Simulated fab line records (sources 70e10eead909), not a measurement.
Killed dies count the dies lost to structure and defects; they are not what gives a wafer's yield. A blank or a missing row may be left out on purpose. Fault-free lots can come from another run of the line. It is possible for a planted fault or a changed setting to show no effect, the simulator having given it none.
Matching of chambers | flow nand_harc | rie_diel-02 running NHARC_A_STAIRCASE_DESCUM_443: 4 sister chambers
The step chemistry O2, time 3 s. 8 wafers are shown with their chamber, then 9 later ones without.

## WAFERS, EACH WITH ITS CHAMBER
wafer  | chamber | showerhead_plenum_p_Torr (Torr) | drypump_motor_current_A (A)
L079.5 | 3       | 1.89                            | 4.9
L078.1 | 3       | 1.89                            | 4.9
L078.2 | 0       | 2.02                            | 5.6
L078.3 | 2       | 2.00                            | 6.2
L083.2 | 0       | 2.02                            | 5.7
L084.2 | 1       | 1.88                            | 5.8
L084.4 | 1       | 1.88                            | 5.8
L084.5 | 2       | 1.99                            | 6.2

## WAFERS WHOSE CHAMBER IS MISSING
wafer  | showerhead_plenum_p_Torr (Torr) | drypump_motor_current_A (A)
L088.1 | 1.88                            | 4.9
L088.4 | 2.01                            | 5.6
L088.6 | 2.01                            | 5.6
L092.1 | 1.88                            | 4.9
L092.3 | 2.01                            | 5.6
L092.6 | 1.88                            | 5.8
L097.1 | 1.99                            | 6.2
L097.2 | 1.88                            | 4.9
L097.4 | 1.88                            | 5.8

## WHICH CHAMBER EACH WENT THROUGH
wafer  | from the rows above | in truth
L088.1 | 3                   | 3
L088.4 | 0                   | 0
L088.6 | 0                   | 0
L092.1 | 3                   | 3
L092.3 | 0                   | 0
L092.6 | 1                   | 1
L097.1 | 2                   | 2
L097.2 | 3                   | 3
L097.4 | 1                   | 1
9 of 9 placed correctly. Can't be placed from these rows: 0. 0 placed wrongly.
How it was worked out, from the rows above alone: a wafer's distance from a chamber is the root of the sum, over the readings, of the square of ((its reading less the chamber's mean) divided by the reading's scatter). If the next closest chamber is less than 2 further off than the closest, the wafer can't be placed; otherwise it belongs to the closest. The mean given for a chamber averages the wafers shown for that chamber. The scatter is the square root of a quotient: the sum, over the shown wafers, of each reading's squared deviation from its chamber's mean, divided by wafers minus chambers.
